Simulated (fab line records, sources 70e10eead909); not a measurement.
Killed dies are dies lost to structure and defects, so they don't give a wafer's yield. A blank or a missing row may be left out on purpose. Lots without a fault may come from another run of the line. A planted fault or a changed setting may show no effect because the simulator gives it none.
Which tool did it? | flow nand_harc | 24 lots, 72 wafers sampled, at 6 steps of a route of 1302

WHAT THE GAUGES READ, wafer by wafer
NHARC_A_CONTACT_INSPECT_10.
lot  | measured     | on                | raw_defect_count
L076 | day 22 17:07 | defect_inspect-02 | 105 131 134
L075 | day 22 17:17 | defect_inspect-02 | 96 108 95
L074 | day 22 19:00 | defect_inspect-02 | 112 105 100
L077 | day 23 08:07 | defect_inspect-02 | 107 122 106
L078 | day 23 22:46 | defect_inspect-02 | 111 86 100
L079 | day 24 20:05 | defect_inspect-02 | 124 120 109
L082 | day 25 01:59 | defect_inspect-02 | 30 35 35
L080 | day 25 04:49 | defect_inspect-01 | 81 110 100
L081 | day 26 08:29 | defect_inspect-02 | 131 132 147
L083 | day 26 10:29 | defect_inspect-02 | 14 23 14
L085 | day 26 14:02 | defect_inspect-01 | 109 126 123
L084 | day 26 17:34 | defect_inspect-01 | 92 80 80
L086 | day 27 10:50 | defect_inspect-01 | 113 95 116
L088 | day 28 05:56 | defect_inspect-01 | 68 83 77
L090 | day 28 09:42 | defect_inspect-01 | 81 80 93
L087 | day 28 11:35 | defect_inspect-02 | 90 81 94
L091 | day 28 13:10 | defect_inspect-01 | 134 132 171
L089 | day 28 16:24 | defect_inspect-01 | 71 74 63
L092 | day 29 10:14 | defect_inspect-02 | 36 32 48
L095 | day 30 08:52 | defect_inspect-01 | 82 90 95
L094 | day 30 12:37 | defect_inspect-02 | 19 37 28
L093 | day 30 15:16 | defect_inspect-02 | 67 65 71
L096 | day 32 04:19 | defect_inspect-01 | 85 83 91
L097 | day 32 05:55 | defect_inspect-01 | 76 93 93

NHARC_A_M0_OVL_MEAS_10: pitch 160 nm.
lot  | measured     | on         | overlay_x_nm (nm) | overlay_y_nm (nm)
L076 | day 23 03:49 | overlay-01 | -0.1 0.1 0.5      | 0.1 0.0 0.6
L075 | day 23 03:58 | overlay-01 | 1.9 1.7 1.0       | 0.1 0.6 0.0
L074 | day 23 05:26 | overlay-01 | 1.3 0.7 1.1       | -0.4 0.4 0.2
L077 | day 23 18:42 | overlay-02 | 0.7 0.9 1.1       | 1.7 1.1 1.4
L078 | day 24 09:24 | overlay-02 | 1.8 1.5 1.5       | -0.2 -0.3 -0.8
L079 | day 25 06:32 | overlay-01 | -1.1 -1.1 -0.8    | 1.1 1.8 1.3
L082 | day 25 12:44 | overlay-02 | 0.9 1.4 1.1       | -0.4 -0.6 -0.4
L080 | day 25 15:10 | overlay-02 | -0.6 -0.2 -0.1    | 0.3 0.6 0.5
L081 | day 26 19:05 | overlay-02 | -0.2 -0.1 0.7     | -0.1 0.8 0.4
L083 | day 26 20:51 | overlay-01 | -0.4 -0.6 -0.8    | -1.0 -0.9 -0.5
L085 | day 27 00:24 | overlay-01 | -0.9 -0.4 -0.5    | -0.1 -0.4 0.1
L084 | day 27 04:08 | overlay-01 | 0.2 0.3 0.7       | 0.3 1.0 0.5
L086 | day 27 21:02 | overlay-02 | 0.1 0.9 0.2       | 0.1 0.7 1.0
L088 | day 28 16:08 | overlay-01 | 1.0 0.7 1.1       | -0.8 -0.6 -0.9
L090 | day 28 20:38 | overlay-01 | -0.7 -0.4 -0.6    | -0.2 0.0 0.2
L087 | day 29 00:44 | overlay-01 | -0.8 -1.1 -1.0    | -1.1 -0.4 -0.1
L091 | day 28 23:46 | overlay-01 | -1.0 -0.9 -1.0    | -0.7 -1.2 -1.1
L089 | day 29 02:50 | overlay-02 | -1.3 -1.3 -1.0    | 0.3 0.3 -0.1
L092 | day 29 20:40 | overlay-02 | 2.1 1.6 1.5       | -0.4 -1.1 -0.4
L095 | day 30 20:05 | overlay-02 | -0.2 -0.2 0.3     | -0.6 0.5 -0.2
L094 | day 30 23:07 | overlay-02 | 0.3 0.6 0.3       | -0.5 -0.6 0.2
L093 | day 31 01:27 | overlay-01 | 0.6 0.4 -0.2      | -1.5 -1.2 -0.9
L096 | day 32 14:46 | overlay-02 | -1.1 -0.8 -1.3    | 0.2 -0.1 -0.4
L097 | day 32 16:08 | overlay-02 | 1.0 1.3 0.9       | -0.4 0.5 0.4

NHARC_A_M0_INSPECT_27.
lot  | measured     | on                | raw_defect_count
L076 | day 23 06:27 | defect_inspect-01 | 757 503 513
L075 | day 23 06:34 | defect_inspect-02 | 472 446 389
L074 | day 23 08:05 | defect_inspect-01 | 601 533 517
L077 | day 23 21:19 | defect_inspect-02 | 441 492 483
L078 | day 24 12:02 | defect_inspect-02 | 570 628 865
L079 | day 25 09:08 | defect_inspect-01 | 699 799 689
L082 | day 25 15:25 | defect_inspect-02 | 316 372 344
L080 | day 25 18:10 | defect_inspect-01 | 532 366 588
L081 | day 26 21:41 | defect_inspect-02 | 601 538 680
L083 | day 26 23:25 | defect_inspect-01 | 443 362 528
L085 | day 27 02:58 | defect_inspect-01 | 619 794 641
L084 | day 27 06:42 | defect_inspect-02 | 542 534 480
L086 | day 27 23:36 | defect_inspect-02 | 848 407 601
L088 | day 28 18:46 | defect_inspect-02 | 510 505 565
L090 | day 28 23:19 | defect_inspect-01 | 617 507 550
L087 | day 29 03:45 | defect_inspect-01 | 409 489 362
L091 | day 29 02:25 | defect_inspect-01 | 506 637 600
L089 | day 29 05:32 | defect_inspect-01 | 504 503 490
L092 | day 29 23:29 | defect_inspect-02 | 358 421 398
L095 | day 30 22:40 | defect_inspect-02 | 537 427 498
L094 | day 31 01:41 | defect_inspect-02 | 397 406 676
L093 | day 31 04:01 | defect_inspect-02 | 357 455 822
L096 | day 32 17:20 | defect_inspect-01 | 485 557 645
L097 | day 32 18:51 | defect_inspect-01 | 587 448 515

NHARC_A_M1_CD_MEAS_09: target cd 120 nm.
lot  | measured     | on        | cd_nm (nm)
L076 | day 23 07:41 | cd_sem-03 | 120.0 119.5 120.0
L075 | day 23 08:08 | cd_sem-01 | 119.6 120.1 120.6
L074 | day 23 09:26 | cd_sem-02 | 119.7 120.0 120.0
L077 | day 23 23:01 | cd_sem-03 | 119.9 120.0 119.9
L078 | day 24 13:18 | cd_sem-01 | 119.4 119.4 119.6
L079 | day 25 10:35 | cd_sem-03 | 120.1 119.8 120.6
L082 | day 25 16:41 | cd_sem-03 | 120.4 120.0 119.9
L080 | day 25 19:34 | cd_sem-03 | 119.7 119.6 120.2
L081 | day 26 23:46 | cd_sem-02 | 120.3 120.9 120.6
L083 | day 27 01:21 | cd_sem-01 | 119.5 120.4 120.5
L085 | day 27 04:14 | cd_sem-01 | 120.2 119.9 120.8
L084 | day 27 08:04 | cd_sem-03 | 120.3 120.1 120.3
L086 | day 28 00:59 | cd_sem-02 | 119.5 120.1 120.1
L088 | day 28 20:09 | cd_sem-02 | 119.2 120.2 120.5
L090 | day 29 00:42 | cd_sem-03 | 119.9 120.5 120.1
L087 | day 29 05:11 | cd_sem-01 | 120.5 120.1 119.9
L091 | day 29 03:47 | cd_sem-02 | 120.9 120.4 120.9
L089 | day 29 06:56 | cd_sem-03 | 120.1 119.6 119.1
L092 | day 30 00:43 | cd_sem-02 | 120.1 120.4 120.2
L095 | day 31 00:04 | cd_sem-03 | 120.4 120.5 119.8
L094 | day 31 03:05 | cd_sem-02 | 120.5 120.9 121.7
L093 | day 31 05:16 | cd_sem-02 | 119.1 119.2 119.7
L096 | day 32 18:45 | cd_sem-03 | 121.1 120.1 121.6
L097 | day 32 20:15 | cd_sem-02 | 120.5 120.0 119.3

WHICH TOOL RAN EACH LOT (tool, then ch and the chambers of the sampled wafers, then the start)
lot  | NHARC_A_CONTACT_ETCH_133             | NHARC_A_M0_CMP_23
L076 | har_cap_etch-03 ch 0,1, day 22 11:22 | cmp-03 ch 0,1,2, day 23 05:59
L075 | har_cap_etch-02 ch 0,1, day 22 11:46 | cmp-01 ch 2,3, day 23 06:05
L074 | har_cap_etch-01 ch 0,1, day 22 14:29 | cmp-03 ch 0,2,3, day 23 07:35
L077 | har_cap_etch-02 ch 1, day 23 02:56   | cmp-03 ch 0,2, day 23 20:52
L078 | har_cap_etch-02 ch 0,1, day 23 16:41 | cmp-03 ch 0,1,3, day 24 11:37
L079 | har_cap_etch-03 ch 0,1, day 24 14:37 | cmp-04 ch 0,1,3, day 25 08:43
L082 | har_cap_etch-02 ch 0,1, day 24 21:31 | cmp-03 ch 2,3, day 25 14:57
L080 | har_cap_etch-01 ch 0,1, day 24 22:16 | cmp-04 ch 0,1,2, day 25 17:47
L081 | har_cap_etch-02 ch 0,1, day 26 00:33 | cmp-01 ch 0,1,2, day 26 21:14
L083 | har_cap_etch-01 ch 0,1, day 26 05:56 | cmp-04 ch 0,1, day 26 22:57
L085 | har_cap_etch-03 ch 0,1, day 26 09:29 | cmp-04 ch 0,2,3, day 27 02:32
L084 | har_cap_etch-02 ch 0,1, day 26 10:59 | cmp-03 ch 0,3, day 27 06:13
L086 | har_cap_etch-01 ch 0,1, day 27 06:17 | cmp-03 ch 1,2, day 27 23:10
L088 | har_cap_etch-01 ch 0,1, day 27 22:30 | cmp-04 ch 1,2,3, day 28 18:17
L090 | har_cap_etch-02 ch 0,1, day 28 02:18 | cmp-01 ch 0,1,3, day 28 22:49
L087 | har_cap_etch-01 ch 0,1, day 28 03:58 | cmp-03 ch 0,1,2, day 29 03:16
L091 | har_cap_etch-03 ch 0,1, day 28 07:55 | cmp-03 ch 2,3, day 29 01:58
L089 | har_cap_etch-01 ch 0,1, day 28 11:05 | cmp-01 ch 0,3, day 29 05:04
L092 | har_cap_etch-03 ch 0,1, day 29 03:11 | cmp-03 ch 1,3, day 29 23:02
L095 | har_cap_etch-02 ch 0,1, day 30 03:54 | cmp-04 ch 0,2,3, day 30 22:11
L094 | har_cap_etch-03 ch 0,1, day 30 07:49 | cmp-03 ch 1,2,3, day 31 01:13
L093 | har_cap_etch-01 ch 1, day 30 10:13   | cmp-04 ch 1,2,3, day 31 03:36
L096 | har_cap_etch-02 ch 0, day 31 15:13   | cmp-03 ch 1,2, day 32 16:52
L097 | har_cap_etch-03 ch 0,1, day 31 18:07 | cmp-01 ch 0,2, day 32 18:23
- NHARC_A_CONTACT_ETCH_133: etches the open film in C4F8/O2/Ar, time 374 s, target depth 1610 nm.
- NHARC_A_M0_CMP_23: polishes, t overpolish 20 s, target thk 113.75 nm.

WHAT THE TOOLS THEMSELVES READ (means of the sampled wafers that have a number; where no wafer has one, the mark that the record gives instead)
NHARC_A_M0_CMP_23.
lot  | tool   | edge_zone_pressure_frac | motor_current_A (A) | time_to_endpoint_s (s)
L076 | cmp-03 | 1.003                   | 11.9                | 29.3
L075 | cmp-01 | 0.996                   | 11.1                | 27.3
L074 | cmp-03 | 0.999                   | 13.2                | 27.2
L077 | cmp-03 | 0.996                   | 12.5                | 26.7
L078 | cmp-03 | 1.000                   | 13.0                | 27.4
L079 | cmp-04 | 1.000                   | 10.9                | 28.0
L082 | cmp-03 | 1.000                   | 13.1                | 30.1
L080 | cmp-04 | 1.002                   | 12.1                | 28.8
L081 | cmp-01 | 1.001                   | 10.7                | 29.4
L083 | cmp-04 | 0.999                   | 11.2                | 28.1
L085 | cmp-04 | 1.002                   | 11.3                | 29.3
L084 | cmp-03 | 1.002                   | 13.2                | 26.3
L086 | cmp-03 | 1.004                   | 10.9                | 29.2
L088 | cmp-04 | 1.000                   | 12.2                | 31.4
L090 | cmp-01 | 1.002                   | 10.6                | 29.0
L087 | cmp-03 | 0.998                   | 11.7                | 26.6
L091 | cmp-03 | 1.005                   | 13.9                | 25.3
L089 | cmp-01 | 1.002                   | 10.6                | 28.2
L092 | cmp-03 | 0.995                   | 14.0                | 26.0
L095 | cmp-04 | 1.000                   | 11.0                | 24.3
L094 | cmp-03 | 1.005                   | 12.5                | 26.0
L093 | cmp-04 | 1.002                   | 12.0                | 26.9
L096 | cmp-03 | 0.997                   | 11.1                | 29.4
L097 | cmp-01 | 0.996                   | 10.4                | 25.8

THE ANSWER, worked out from the rows above alone
Rule: what is usual is taken from the lots themselves. Put in order of their means at a reading, lots are off if they are a third of the lots or fewer, leave a main group of 4 or more, and stand apart from it by a gap of 3 or more times the standard deviation of the main group's means; of several such gaps the widest counts. A main group whose means are all the same, to the digits that the tables above print for the reading, isn't used. A lot without any number at a reading at which 4 lots or more have one is off too. The other lots that the step has rows for count as sound. The gauges are gone through in route order, then the tools' own readings, and for those a lot's mean is taken as printed above. The first step at which some lot is off is used, and at that step the reading that is off furthest; a lot without a number counts as furthest.
No lot is off at any reading shown: from this, nothing can be told.

WHAT THE SIMULATOR HAD PUT IN
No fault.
